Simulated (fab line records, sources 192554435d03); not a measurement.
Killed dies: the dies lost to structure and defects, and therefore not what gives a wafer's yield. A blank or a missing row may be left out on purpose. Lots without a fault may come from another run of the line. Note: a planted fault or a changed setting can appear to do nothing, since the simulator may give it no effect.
The tool behind it: which one? | flow n5 finfet | 31 wafers from 11 lots sampled at 3 of the route's 1938 steps

## WHAT EACH GAUGE READ, for each wafer
N5_WELL_APT_CD_MEAS_25: the cd target is 200 nm.
lot  | measured    | on        | cd nm (nm)
L957 | day 1 15:32 | cd sem-03 | 200.9 201.1 198.1
L959 | day 2 03:03 | cd sem-01 | 198.8 201.5 197.9
L961 | day 2 14:56 | cd sem-02 | 200.4 199.7
L962 | day 2 21:05 | cd sem-01 | 200.1 198.4 200.5
L964 | day 3 09:22 | cd sem-01 | 199.3 197.7
L965 | day 3 16:17 | cd sem-03 | 198.3 199.6 198.7
L972 | day 5 09:34 | cd sem-01 | 198.9 198.6 198.6
L973 | day 5 14:50 | cd sem-02 | 200.3 200.2 198.7
L976 | day 6 08:56 | cd sem-01 | 199.6 200.3 200.4
L977 | day 6 15:04 | cd sem-03 | 199.4 202.1 200.5
L980 | day 7 09:03 | cd sem-03 | 198.0 198.0 198.0

N5_PMOS_HMC_CHANNEL_EPI_THK_MEAS_22.
lot  | measured    | on            | HMC_CMP_THK (nm)
L957 | day 1 20:26 | film metro-02 | 53.0 52.3 53.3
L959 | day 2 07:50 | film metro-01 | 52.4 53.3 54.5
L961 | day 2 19:53 | film metro-01 | 52.9 57.7
L962 | day 3 02:01 | film metro-01 | 54.2 55.0 54.8
L964 | day 3 14:09 | film metro-01 | 57.1 52.0
L965 | day 3 22:02 | film metro-01 | 58.6 52.2 53.5
L972 | day 5 14:41 | film metro-01 | 53.5 53.5 55.3
L973 | day 5 21:30 | film metro-01 | 54.0 55.1 54.5
L976 | day 6 16:04 | film metro-01 | 53.0 54.2 53.4
L977 | day 6 20:11 | film metro-02 | 54.3 53.9 54.5
L980 | day 7 16:23 | film metro-01 | 53.3 54.1 53.4

## TOOL THAT RAN EACH LOT (tool first, then ch and the chambers of the sampled wafers, then the start)
lot  | N5_PMOS_HMC_CHANNEL_EPI_FIN_RECESS_16
L957 | rie si-04 ch 0,2,3, day 1 18:37
L959 | rie si-04 ch 0,2,3, day 2 05:38
L961 | rie si-04 ch 2,3, day 2 17:40
L962 | rie si-02 ch 0,1,2, day 3 00:13
L964 | rie si-04 ch 1,3, day 3 12:20
L965 | rie si-04 ch 0,3, day 3 19:47
L972 | rie si-03 ch 0,1,2, day 5 12:53
L973 | rie si-02 ch 0,2,3, day 5 18:03
L976 | rie si-04 ch 0,1,3, day 6 11:53
L977 | rie si-02 ch 2,3, day 6 17:54
L980 | rie si-03 ch 1,2,3, day 7 11:59
- N5_PMOS_HMC_CHANNEL_EPI_FIN_RECESS_16: chemistry HBr/Cl2, target Si, target depth 54 nm, time 18 s.

## AS READ BY THE TOOLS THEMSELVES (means over the sampled wafers that have a number; for cases with no such wafer, the mark the record gives instead)
N5_PMOS_HMC_CHANNEL_EPI_FIN_RECESS_16.
lot  | tool      | HBr_flow_sccm (sccm) | drypump motor current A (A) | oes product au (a.u.) | throttle valve pct (%)
L957 | rie si-04 | 150.6                | 5.5                         | 0.990                 | 35.24
L959 | rie si-04 | 149.8                | 5.5                         | 0.993                 | 35.24
L961 | rie si-04 | 149.8                | 5.6                         | 0.990                 | 35.20
L962 | rie si-02 | 150.0                | 5.6                         | 1.017                 | 35.46
L964 | rie si-04 | 150.6                | 5.7                         | 0.981                 | 35.20
L965 | rie si-04 | 150.2                | 5.4                         | 0.993                 | 35.22
L972 | rie si-03 | 149.8                | 5.8                         | 0.995                 | 35.59
L973 | rie si-02 | 150.1                | 5.2                         | 1.009                 | 35.39
L976 | rie si-04 | 149.7                | 5.5                         | 0.993                 | 35.24
L977 | rie si-02 | 150.0                | 5.2                         | 0.993                 | 35.43
L980 | rie si-03 | 149.8                | 6.2                         | 0.998                 | 35.56

## THE ANSWER, worked out from the rows above alone
Rule: what is usual is taken from the lots themselves. The widest of any qualifying gaps counts: lots, ordered by their means at a reading, are off when they make up no more than a third of the lots, leave a main group of 4 or more, and stand apart from it by 3 or more times the standard deviation of that group's means. If all means in a main group match to the digits the tables above print for the reading, that group is not used. Also off: a lot with no number at a reading for which 4 or more lots have one. Where the step has rows for the other lots, those lots are counted as sound. First the gauges in route order, then the tools' own readings, where a lot's mean is used as printed above. The first step at which some lot is off is used, and at that step the reading that is off furthest; a lot without a number counts as furthest.
No lot is off at any reading shown: from this, nothing can be told.

## WHAT THE SIMULATOR HAD PUT IN
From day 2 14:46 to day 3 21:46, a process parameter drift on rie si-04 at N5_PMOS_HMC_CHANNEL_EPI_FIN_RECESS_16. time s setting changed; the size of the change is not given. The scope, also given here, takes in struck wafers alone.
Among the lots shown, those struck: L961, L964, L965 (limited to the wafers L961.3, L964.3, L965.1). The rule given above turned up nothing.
